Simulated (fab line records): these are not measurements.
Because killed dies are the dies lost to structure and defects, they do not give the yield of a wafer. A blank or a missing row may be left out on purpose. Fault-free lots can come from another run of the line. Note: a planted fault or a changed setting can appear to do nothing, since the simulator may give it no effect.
fab line records + flow nandHarc
record:
- lots: 5
- wafers: 15
- lastDay: 31
route steps=1302 shown P_ZERO_WELL@29 END@1302
lots untouched by any fault: they come from a run of this same line in which no faults occurred
startH: hours from the record's opening day to when the first of the lot's shown wafers began + waitH: hours elapsed since this lot's preceding step + " unchanged from the row above + L1.1+2: a row that stands for several wafers + - value missing, or start not given + * or withheld: withheld + < > ~ a bound
route shown NAME@n: a module of which the file shows steps, and the number in the route of the first + usual: average and standard deviation across the fault-free wafers + same: alike in all rows + chamber/n: place in a boat + sites: per-site readings + _std_site: their standard deviation + _edge_site: inner sites' mean taken away from outer sites' mean + radiusMm: how far each site lies from the wafer's centre + mask NAME#n: copy n + behind: the last tool/chamber to shape the wafer + hold: reason for holding the lot/hours on hold/outcome of the hold + device: names the non-switching transistor (n, p or np) + end of line: tests run on the same wafers once the route is complete + for a step that has no rows: nothing shown but its recipe + killed: not the wafer's yield, but the dies lost to structure and defects at the first sort + map: per-die view of a wafer (x killed, . not killed, _ where there is no die)
set.NAME: the setting that was run; set.NAME@STEP: the one run at that earlier step + model.NAME: the simulator's own value behind a step, which no gauge read
a table for each step, a row for each wafer; lots at some steps of the route
services: a tool's chamber out of use, with start hour (startH, from the record's first day; less than 0 if before it), hours out, and reason
== steps ==
step: NHARC_P_ZERO_WELL_CD_MEAS_24
recipe:
- targetCdNm: 720
- landingEnergyEv: 500
usual:
- cdNm: 719.3/1.6
| lot.wafer | tool     | chamber | startH | waitH | cdNm  |
|-----------|----------|---------|--------|-------|-------|
| L233.2    | cdSem-01 | 0       | 42.57  | -     | 719.3 |
| L233.3    | "        | 0       | "      | "     | 718.9 |
| L233.6    | "        | 0       | "      | "     | 720.8 |
| L243.2    | cdSem-03 | 0       | 142.45 | -     | 716.3 |
| L243.5    | "        | 0       | "      | "     | 719.3 |
| L243.6    | "        | 0       | "      | "     | 719.3 |
| L248.3    | cdSem-02 | 0       | 192.67 | -     | 717.5 |
| L248.4    | "        | 0       | "      | "     | 718.1 |
| L248.5    | "        | 0       | "      | "     | 718.3 |
| L249.1    | cdSem-03 | 0       | 202.46 | -     | 714.6 |
| L249.2    | "        | 0       | "      | "     | 717.2 |
| L249.6    | "        | 0       | "      | "     | 714.8 |
| L251.3    | cdSem-03 | 0       | 222.71 | -     | 721.2 |
| L251.4    | "        | 0       | "      | "     | 719.2 |
| L251.5    | "        | 0       | "      | "     | 716.5 |
step: NHARC_P_ZERO_WELL_HARDBAKE_25
recipe:
- tempC: 125
- timeS: 80
step: NHARC_P_ZERO_WELL_DESCUM_26
recipe:
- timeS: 3
- o2FlowSccm: 200
- arFlowSccm: 0
- biasPowerW: 0
- chemistry: O2
usual:
- drypumpMotorCurrentA: 5.4/0.5
- oesProductAu: 1.001/0.01
- rfVppV: 58.0/0.9
- showerheadPlenumPTorr: 1.96/0.067
- throttleValvePct: 11.311/0.0091
| lot.wafer | tool       | chamber | startH | waitH | drypumpMotorCurrentA | oesProductAu | rfHoursCounterH | rfVppV | showerheadPlenumPTorr | throttleValvePct |
|-----------|------------|---------|--------|-------|----------------------|--------------|-----------------|--------|-----------------------|------------------|
| L233.2    | rieDiel-08 | 3       | 42.73  | -     | 5.9                  | 1.006        | 3               | 59.0   | 1.96                  | 11.308           |
| L233.3    | "          | 0       | "      | "     | 5.2                  | 1.004        | 3               | 58.7   | 1.94                  | 11.305           |
| L233.6    | "          | 3       | "      | "     | 5.9                  | 1.011        | -               | 59.1   | 1.96                  | 11.303           |
| L243.2    | rieDiel-05 | 0       | 142.64 | -     | 4.7                  | 1.006        | 23              | 59.5   | 2.07                  | 11.314           |
| L243.5    | "          | 2       | "      | "     | 5.9                  | 1.007        | -               | 58.6   | 1.95                  | 11.308           |
| L243.6    | "          | 3       | "      | "     | 5.8                  | 0.993        | -               | 57.6   | 1.98                  | 11.313           |
| L248.3    | rieDiel-05 | 3       | 192.85 | -     | 5.7                  | 1.020        | 38              | 56.7   | 1.97                  | 11.321           |
| L248.4    | "          | 0       | "      | "     | 4.7                  | 0.997        | 37              | 58.1   | 2.06                  | 11.311           |
| L248.5    | "          | 1       | "      | "     | 4.8                  | 1.014        | -               | 57.2   | 1.92                  | 11.316           |
| L249.1    | rieDiel-05 | 0       | 202.65 | -     | 4.7                  | 0.994        | 40              | 58.5   | 2.06                  | 11.300           |
| L249.2    | "          | 1       | "      | "     | 4.7                  | 1.011        | 41              | 56.8   | 1.92                  | 11.314           |
| L249.6    | "          | 3       | "      | "     | 5.8                  | 1.019        | -               | 58.2   | 1.97                  | 11.306           |
| L251.3    | rieDiel-08 | 0       | 222.90 | -     | 5.2                  | 0.998        | 7               | 57.1   | 1.92                  | 11.330           |
| L251.4    | "          | 2       | "      | "     | 5.0                  | 0.998        | -               | 57.8   | 1.96                  | 11.306           |
| L251.5    | "          | 3       | "      | "     | 5.9                  | 1.002        | -               | 59.3   | 1.94                  | 11.318           |
step: NHARC_P_ZERO_WELL_IMPLANT_27
recipe:
- energyKev: 600
- doseCm2: 1e+13
- tiltDeg: 7
step: NHARC_P_ZERO_WELL_IMPLANT_57
recipe:
- energyKev: 250
- doseCm2: 4e+12
- tiltDeg: 7
step: NHARC_P_ZERO_WELL_IMPLANT_58
recipe:
- energyKev: 100
- doseCm2: 2e+12
- tiltDeg: 7
step: NHARC_P_ZERO_WELL_STRIP_28
recipe:
- timeS: 840
- tempC: 130
- chemistry: SPM
step: NHARC_P_ZERO_WELL_DEHYDRATE_29
recipe:
- tempC: 150
- timeS: 120
step: NHARC_P_ZERO_WELL_HMDS_30
recipe:
- timeS: 30
step: NHARC_P_ZERO_WELL_COAT_31
recipe:
- spinRpm: withheld
step: NHARC_P_ZERO_WELL_SOFTBAKE_32
recipe:
- tempC: 122
- timeS: 95
step: NHARC_P_ZERO_WELL_EBR_33
step: NHARC_P_ZERO_WELL_EXPOSE_34
recipe:
- na: 0.6
- targetCdNm: 720
- doseMj: 22.31
- maskId: P_PWELL
| lot.wafer  | tool          | chamber | startH | waitH | mask         |
|------------|---------------|---------|--------|-------|--------------|
| L233.2+3+6 | krfScanner-03 | 0       | 44.62  | -     | P_PWELL_R1#0 |
| L243.2+5+6 | krfScanner-02 | 0       | 143.94 | -     | P_PWELL#0    |
| L248.3+4+5 | krfScanner-04 | 0       | 194.15 | -     | P_PWELL#0    |
| L249.1+2+6 | krfScanner-03 | 0       | 203.96 | -     | P_PWELL#0    |
| L251.3+4+5 | krfScanner-02 | 0       | 224.22 | -     | P_PWELL#0    |
step: NHARC_P_ZERO_WELL_PEB_35
recipe:
- pebTempC: 118
- pebTimeS: 85
step: NHARC_P_ZERO_WELL_DEVELOP_36
recipe:
- timeS: 70
step: NHARC_P_ZERO_WELL_CD_MEAS_37
recipe:
- targetCdNm: 720
- landingEnergyEv: 500
usual:
- cdNm: 720.3/1.4
| lot.wafer | tool     | chamber | startH | waitH | cdNm  |
|-----------|----------|---------|--------|-------|-------|
| L233.2    | cdSem-02 | 0       | 44.77  | -     | 762.3 |
| L233.3    | "        | 0       | "      | "     | 764.0 |
| L233.6    | "        | 0       | "      | "     | 764.0 |
| L243.2    | cdSem-02 | 0       | 144.10 | -     | 720.6 |
| L243.5    | "        | 0       | "      | "     | 720.9 |
| L243.6    | "        | 0       | "      | "     | 721.0 |
| L248.3    | cdSem-03 | 0       | 194.30 | -     | 721.3 |
| L248.4    | "        | 0       | "      | "     | 719.4 |
| L248.5    | "        | 0       | "      | "     | 719.7 |
| L249.1    | cdSem-02 | 0       | 204.13 | -     | 722.5 |
| L249.2    | "        | 0       | "      | "     | 722.5 |
| L249.6    | "        | 0       | "      | "     | 721.1 |
| L251.3    | cdSem-03 | 0       | 224.38 | -     | 717.4 |
| L251.4    | "        | 0       | "      | "     | 718.9 |
| L251.5    | "        | 0       | "      | "     | 719.2 |
step: NHARC_P_ZERO_WELL_HARDBAKE_38
recipe:
- tempC: 125
- timeS: 80
step: NHARC_END_SORT_01
recipe:
- tempC: 25
usual:
- killedAtArray: 52/18
- killedAtOther: 0.6/1.1
- killedAtPeriphery: 3.7/2.4
- killedDies: 57/19
- killedOpen: 3.1/1.7
- killedShort: 2.5/1.7
same:
- grossDies: 677
| lot.wafer | tool      | chamber | startH | waitH | killedAtArray | killedAtOther | killedAtPeriphery | killedDies | killedOpen | killedShort |
|-----------|-----------|---------|--------|-------|---------------|---------------|-------------------|------------|------------|-------------|
| L233.2    | prober-01 | 0       | 577.74 | 2.8   | 43            | 0             | 5                 | 48         | 3          | 2           |
| L233.3    | prober-01 | 0       | 578.53 | 3.1   | 37            | 0             | 5                 | 42         | 1          | 1           |
| L233.6    | prober-01 | 0       | 580.93 | 4.0   | 48            | 1             | 10                | 59         | 3          | 2           |
| L243.2    | prober-01 | 0       | 694.83 | 2.8   | 76            | 0             | 2                 | 78         | 1          | 0           |
| L243.5    | prober-01 | 0       | 697.23 | 3.7   | 65            | 4             | 2                 | 71         | 1          | 0           |
| L243.6    | prober-01 | 0       | 698.04 | 4.0   | 64            | 0             | 3                 | 67         | 3          | 3           |
| L248.3    | prober-01 | 0       | 731.45 | 3.1   | 63            | 0             | 3                 | 66         | 5          | 1           |
| L248.4    | prober-01 | 0       | 732.24 | 3.4   | 83            | 0             | 3                 | 86         | 4          | 1           |
| L248.5    | prober-01 | 0       | 733.02 | 3.6   | 81            | 0             | 3                 | 84         | 1          | 6           |
| L249.1    | prober-02 | 0       | 750.45 | 2.5   | 61            | 0             | 7                 | 68         | 3          | 5           |
| L249.2    | prober-02 | 0       | 751.24 | 2.8   | 59            | 0             | 5                 | 64         | 1          | 3           |
| L249.6    | prober-02 | 0       | 754.41 | 4.0   | 62            | 1             | 8                 | 71         | 4          | 5           |
| L251.3    | prober-01 | 0       | 752.01 | 3.1   | 37            | 0             | 3                 | 40         | 2          | 1           |
| L251.4    | prober-01 | 0       | 752.78 | 3.3   | 45            | 0             | 0                 | 45         | 4          | 1           |
| L251.5    | prober-01 | 0       | 753.56 | 3.6   | 37            | 1             | 2                 | 40         | 6          | 3           |
killed by level:class
L233.2 A_CHANNEL_HOLE_D1:chamberFilmFlake=17 A_CHANNEL_HOLE_D2:chamberFilmFlake=5 A_M1:chamberFilmFlake=5 A_CHANNEL_FILL_D1:chamberFilmFlake=3 A_STAIRCASE:chamberFilmFlake=3 P_GATE:chamberFilmFlake=2 P_M2:chamberFilmFlake=2 A_DECK1_JOINT:chamberFilmFlake=2
L233.3 A_CHANNEL_HOLE_D1:chamberFilmFlake=22 A_CHANNEL_HOLE_D2:chamberFilmFlake=4 A_M1:chamberFilmFlake=4 P_GATE:chamberFilmFlake=2 A_ZERO_WELL:chamberFilmFlake=2 A_STAIRCASE:chamberFilmFlake=2 A_CONTACT:chamberFilmFlake=2 P_GATE:geometricParticle:short=1
L233.6 A_CHANNEL_HOLE_D1:chamberFilmFlake=22 A_CHANNEL_HOLE_D2:chamberFilmFlake=9 P_M2:chamberFilmFlake=4 A_STAIRCASE:chamberFilmFlake=4 P_GATE:chamberFilmFlake=3 A_CHANNEL_FILL_D1:chamberFilmFlake=3 A_DECK1_JOINT:chamberFilmFlake=3 A_M1:chamberFilmFlake=3
L243.2 A_SLIT:chamberFilmFlake=31 A_CHANNEL_HOLE_D2:chamberFilmFlake=20 A_CHANNEL_HOLE_D1:chamberFilmFlake=16 A_M0:chamberFilmFlake=2 A_CONTACT:chamberFilmFlake=2 A_M1:chamberFilmFlake=2 A_M0:geometricParticle:open=1 P_GATE:chamberFilmFlake=1
L243.5 A_SLIT:chamberFilmFlake=25 A_CHANNEL_HOLE_D1:chamberFilmFlake=20 A_CHANNEL_HOLE_D2:chamberFilmFlake=11 THIN_TSV:chamberFilmFlake=4 A_CHANNEL_FILL_D2:chamberFilmFlake=3 P_GATE:chamberFilmFlake=2 A_CONTACT:chamberFilmFlake=2 A_CONTACT:geometricParticle:open=1
L243.6 A_CHANNEL_HOLE_D1:chamberFilmFlake=21 A_SLIT:chamberFilmFlake=19 A_CHANNEL_HOLE_D2:chamberFilmFlake=12 A_CONTACT:chamberFilmFlake=3 A_ONON_D2:geometricParticle:open=2 P_GATE:chamberFilmFlake=2 A_ONON_D1:geometricParticle:open=1 A_DECK1_JOINT:geometricParticle:short=1
L248.3 A_SLIT:chamberFilmFlake=38 A_CHANNEL_HOLE_D1:chamberFilmFlake=19 A_CHANNEL_FILL_D2:geometricParticle:open=2 P_GATE:geometricParticle:open=1 P_M0:geometricParticle:open=1 A_CHANNEL_FILL_D1:geometricParticle:short=1 A_BLC:geometricParticle:open=1 P_M2:chamberFilmFlake=1
L248.4 A_SLIT:chamberFilmFlake=33 A_CHANNEL_HOLE_D1:chamberFilmFlake=32 A_CONTACT:chamberFilmFlake=7 A_M0:geometricParticle:open=2 A_STAIRCASE:chamberFilmFlake=2 A_ONON_D1:geometricParticle:short=1 A_CHANNEL_HOLE_D1:geometricParticle:open=1 A_CHANNEL_FILL_D1:geometricParticle:open=1
L248.5 A_SLIT:chamberFilmFlake=40 A_CHANNEL_HOLE_D1:chamberFilmFlake=20 A_STAIRCASE:chamberFilmFlake=6 A_CONTACT:chamberFilmFlake=4 A_BONDPAD:chamberFilmFlake=3 A_DECK1_JOINT:geometricParticle:short=2 A_CHANNEL_FILL_D1:geometricParticle:short=1 A_ONON_D2:geometricParticle:open=1
L249.1 A_SLIT:chamberFilmFlake=22 A_CHANNEL_HOLE_D2:chamberFilmFlake=17 A_CHANNEL_HOLE_D1:chamberFilmFlake=11 P_M0:geometricParticle:open=2 P_GATE:chamberFilmFlake=2 P_M2:chamberFilmFlake=2 A_CONTACT:chamberFilmFlake=2 P_CONTACT:geometricParticle:open=1
L249.2 A_SLIT:chamberFilmFlake=21 A_CHANNEL_HOLE_D2:chamberFilmFlake=19 A_CHANNEL_HOLE_D1:chamberFilmFlake=12 P_M2:chamberFilmFlake=3 P_GATE:chamberFilmFlake=2 A_SOURCE_PLATE:geometricParticle:short=1 A_ONON_D2:geometricParticle:short=1 A_WL_FILL:geometricParticle:short=1
L251.3 A_CHANNEL_HOLE_D1:chamberFilmFlake=19 A_SLIT:chamberFilmFlake=8 A_CONTACT:chamberFilmFlake=4 P_ZERO_WELL:chamberFilmFlake=2 A_CHANNEL_FILL_D2:chamberFilmFlake=2 P_M0:geometricParticle:open=1 A_CHANNEL_FILL_D1:geometricParticle:open=1 A_M0:geometricParticle:short=1
L251.4 A_CHANNEL_HOLE_D1:chamberFilmFlake=25 A_M1:chamberFilmFlake=5 A_SLIT:chamberFilmFlake=4 A_WL_FILL:chamberFilmFlake=2 A_CONTACT:chamberFilmFlake=2 A_ONON_D1:geometricParticle:open=1 A_ONON_D1:geometricParticle:short=1 A_CHANNEL_FILL_D2:geometricParticle:open=1
L251.5 A_CHANNEL_HOLE_D1:chamberFilmFlake=18 A_SLIT:chamberFilmFlake=3 A_STAIRCASE:chamberFilmFlake=3 A_M1:chamberFilmFlake=3 P_CONTACT:geometricParticle:open=1 A_DECK1_JOINT:geometricParticle:short=1 A_ONON_D2:geometricParticle:open=1 A_ONON_D2:geometricParticle:short=1
L249.6 A_SLIT:chamberFilmFlake=29 A_CHANNEL_HOLE_D2:chamberFilmFlake=15 A_CHANNEL_HOLE_D1:chamberFilmFlake=6 P_GATE:chamberFilmFlake=5 A_CHANNEL_FILL_D1:geometricParticle:short=3 A_CHANNEL_FILL_D2:chamberFilmFlake=3 P_M2:chamberFilmFlake=2 A_DECK1_JOINT:chamberFilmFlake=2
== services ==
| tool          | chamber | startH | hours | kind                        |
|---------------|---------|--------|-------|-----------------------------|
| rieDiel-05    | 0       | 36.59  | -     | clean                       |
| rieDiel-05    | 1       | 36.59  | -     | clean                       |
| rieDiel-05    | 2       | 36.59  | -     | clean                       |
| rieDiel-05    | 3       | 36.59  | -     | clean                       |
| rieDiel-05    | 2       | 38.17  | -     | consumableReplace:focusRing |
| rieDiel-05    | 2       | 38.17  | 9.0   | scheduledDown               |
| rieDiel-05    | 2       | 38.17  | 9.0   | ventCycle                   |
| krfScanner-03 | -       | 38.57  | 0.5   | repair                      |
| krfScanner-03 | -       | 52.00  | 4.0   | pm                          |
| rieDiel-05    | -       | 54.97  | 9.0   | pm                          |
| rieDiel-05    | 0       | 54.97  | 9.0   | ventCycle                   |
| rieDiel-05    | 1       | 54.97  | 9.0   | ventCycle                   |
| rieDiel-08    | 2       | 73.64  | 6.8   | repair                      |
| krfScanner-02 | -       | 94.00  | 4.0   | pm                          |
| krfScanner-03 | -       | 131.90 | 0.9   | repair                      |
| krfScanner-02 | -       | 135.73 | 0.1   | repair                      |
| krfScanner-03 | -       | 144.36 | 1.5   | repair                      |
| rieDiel-08    | -       | 175.68 | 0.3   | repair                      |
| krfScanner-04 | -       | 182.00 | 4.0   | pm                          |
| rieDiel-08    | 1       | 187.16 | 15.6  | repair                      |
| rieDiel-08    | -       | 193.25 | 9.0   | pm                          |
| krfScanner-04 | -       | 196.27 | 0.1   | repair                      |
| rieDiel-08    | 1       | 217.85 | 18.7  | repair                      |
| krfScanner-03 | -       | 224.00 | 4.0   | pm                          |
== key ==
firstSign:
- step: NHARC_P_ZERO_WELL_EXPOSE_34
- reading: mask
- direction: changed
effect:
- step: NHARC_P_ZERO_WELL_CD_MEAS_37
- reading: cdNm
- direction: up
- sigmas: 30
- usual: 720.3
- struck: 763.4
metAt NHARC_P_ZERO_WELL_EXPOSE_34
struckWafers L233.2,L233.3,L233.6
testerLeftOut L233
fault:
- kind: wrongMask
- tool: any
- chamber: -
- onsetH: 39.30
- steps: NHARC_P_ZERO_WELL_EXPOSE_34
- auxCopy: P_PWELL_R1#0
- cdOffsetNm: 42.988
- scope: struckLotsOnly
testerLeftOut: of these lots the tester's yield and bins aren't shown, on N5 and GAA mostly nor the transistor test; their killed dies are dies lost to structure and defects alone, not to doping, threshold or leakage, so they don't give the yield
